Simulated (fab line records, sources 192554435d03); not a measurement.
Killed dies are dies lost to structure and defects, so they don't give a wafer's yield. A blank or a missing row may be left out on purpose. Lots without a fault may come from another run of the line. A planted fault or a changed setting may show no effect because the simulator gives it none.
Problem report in the 8D (eight disciplines) form, filled by code | flow n5_finfet | the parts of the form that need people (team, actions taken, sign-off) are left out

1. THE PROBLEM
spin_speed_rpm at N5_FIN_CUT_COAT_19 reads a mean of 1617.4 rpm on 9 wafers of 3 lots; wafers without a fault read 1500.2 rpm with a standard deviation of 0.78. That is +99 or more standard deviations from the usual mean.
The step: time 60 s, resist thk 20 nm.
First seen on wafer L167.1, day 4 04:08, on litho_track-05. The record holds 30 wafers of 10 lots with a number at this step. Rule for "out", or "out of limits": more than 4 standard deviations from the usual mean. The other wafers with a number count as sound.

2. WHAT IT IS AND WHAT IT IS NOT
question                    | is                     | is not
which readings at this step | spin_speed_rpm         | exhaust_pa
which lots                  | L167, L169, L170       | L160, L162, L164, L175, L179, L180, L181
which wafers of those lots  | all that have a number | -
read on which tools         | litho_track-05         | litho_track-03, litho_track-04
when                        | from day 4 04:08       | up to then (9 sound wafers); but 12 sound wafers of L175, L179, L180, L181 came after

3. SUSPECTS, AND WHAT RULES EACH OUT
Counting: a tool at a process step up to the reading stays a suspect if it ran every lot that is out and no sound lot after the first of them.
- vapor_etch-01 at N5_FIN_SAQP_RECESS_63 (chemistry HF/NH3, target SiO2, target depth 18 nm, afs cycles 3, sublimation time 60 s): ruled out as a lasting fault. Sound lots L175, L179 ran on it after its first lot that is out, L167 (day 4 01:40).
- litho_track-05 at N5_FIN_CUT_COAT_19 (time 60 s, resist thk 20 nm): ruled out as a lasting fault. Sound lots L179, L180 ran on it after its first lot that is out, L167 (day 4 04:08).
Left after counting: nothing in the record.

4. THE CAUSE (what the simulator had put in)
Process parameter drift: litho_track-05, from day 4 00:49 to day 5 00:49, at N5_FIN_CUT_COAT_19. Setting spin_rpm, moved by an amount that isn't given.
Counting ruled it out, wrongly.

5. THE CHAIN OF EFFECTS, in route order
Each row: a reading whose mean over the struck wafers that have a number lies more than 3 standard deviations from the usual. Only readings for which the record gives a usual standard deviation are gone through. hours: the time from each lot's start at the first step in this table that gives one to its start at this step, as a median over the lots. sigmas: the change in usual standard deviations.
hours | step               | reading        | usual      | on struck wafers | change | sigmas
0     | N5_FIN_CUT_COAT_19 | spin_speed_rpm | 1500.2 rpm | 1617.4           | +117.2 | +99 or more
The process steps in it:
- N5_FIN_CUT_COAT_19: time 60 s, resist thk 20 nm.
Later measuring or inspecting steps at which every struck wafer that the step has a row for has a number for every such reading, and none has moved that far: N5_BEOL_M4_RC_MEAS_101.

6. WHAT WOULD HAVE CAUGHT IT SOONER
In this record the first reading out of limits was taken at day 4 04:08, 3 hours after the fault began at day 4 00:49.
